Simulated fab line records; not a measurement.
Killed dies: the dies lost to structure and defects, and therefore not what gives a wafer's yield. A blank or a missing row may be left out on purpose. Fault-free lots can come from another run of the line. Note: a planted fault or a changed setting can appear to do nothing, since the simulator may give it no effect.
Code-filled problem report in 8D (eight disciplines) form | flow nand harc | the parts of the form that need people (team, actions taken, sign-off) are left out

1. PROBLEM STATEMENT
time to endpoint s at NHARC_A_CHANNEL_FILL_D2_CMP_10 reads a mean of 6.4 s on 2 wafers of 2 lots; wafers without a fault read 15.8 s with a standard deviation of 2.1. Relative to the usual mean, that is a shift of -4.5 standard deviations.
The step: polishes, target thk 150 nm.
First observed at day 21 07:54: wafer L951.3, on cmp-01. At this step, 14 wafers from 6 lots have a number in the record. By rule, "out" or "out of limits" means more than 4 standard deviations away from the usual mean. All remaining wafers that have a number are taken as sound.

2. WHAT IT IS; WHAT IT IS NOT
question                    | is                     | is not
which readings at this step | time to endpoint s     | motor current A
which lots                  | L951, L952             | L939, L941, L956, L957
which wafers of those lots  | all that have a number | -
read on which tools         | cmp-01                 | cmp-02, cmp-03
when                        | from day 21 07:54      | up to then (6 sound wafers); but 6 sound wafers of L956, L957 came after

3. WHAT RULES OUT EACH SUSPECT
Counting: a tool stays on the suspect list if, at a process step up to the reading, it processed all lots that are out and no sound lot following the first of them.
- rie diel-13 at NHARC_A_CHANNEL_FILL_D2_ETCHBACK_08 (etches the open film in C4F8, target depth 220 nm, time 110 s): kept. It ran every lot that is out, first L951 (day 21 07:54), and no sound lot after that. With no start given for some of its lots, NHARC_A_CHANNEL_FILL_D2_ETCHBACK_08 uses the hours and lot order of NHARC_A_CHANNEL_FILL_D2_CMP_10.
- rie diel-13 at NHARC_A_CHANNEL_FILL_D2_STRIP_29 (strips in O2, time 20 s): kept. It ran every lot that is out, first L951 (day 21 07:54), and no sound lot after that. With no start given for some of its lots, NHARC_A_CHANNEL_FILL_D2_STRIP_29 uses the hours and lot order of NHARC_A_CHANNEL_FILL_D2_CMP_10.
- cmp-01 at NHARC_A_CHANNEL_FILL_D2_CMP_10 (polishes, target thk 150 nm): kept. All lots that are out passed through it, beginning with L951 at day 21 07:54, and no sound lot followed; its final sound lot before that point was L939 at day 16 10:08. Its own readings are out on those wafers: time to endpoint s.
The count leaves rie diel-13 at NHARC_A_CHANNEL_FILL_D2_ETCHBACK_08, rie diel-13 at NHARC_A_CHANNEL_FILL_D2_STRIP_29, and cmp-01 at NHARC_A_CHANNEL_FILL_D2_CMP_10.

4. THE CAUSE (what the simulator had put in)
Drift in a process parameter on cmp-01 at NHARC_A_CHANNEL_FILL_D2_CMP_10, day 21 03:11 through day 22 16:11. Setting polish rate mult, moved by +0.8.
Of the 3 suspects that counting leaves, this tool is one.

5. SEQUENCE OF EFFECTS, ordered by route
Rows list readings where the struck wafers' mean (over those with a number) sits beyond 3 standard deviations from the usual. Readings are gone through only where the record gives a usual standard deviation; hours: the median, over the lots, of the time from a lot's start at the first step in this table giving one to that lot's start at this step; sigmas: the change measured in usual standard deviations.
hours | step                           | reading            | usual  | on struck wafers | change | sigmas
0     | NHARC_A_CHANNEL_FILL_D2_CMP_10 | time to endpoint s | 15.8 s | 6.4              | -9.4   | -4.5
Here are the process steps it includes:
- NHARC_A_CHANNEL_FILL_D2_CMP_10: polishes, target thk 150 nm.

6. HOW IT WOULD HAVE BEEN CAUGHT EARLIER
In this record the first reading out of limits was taken at day 21 07:54, 5 hours after the fault began at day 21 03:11.
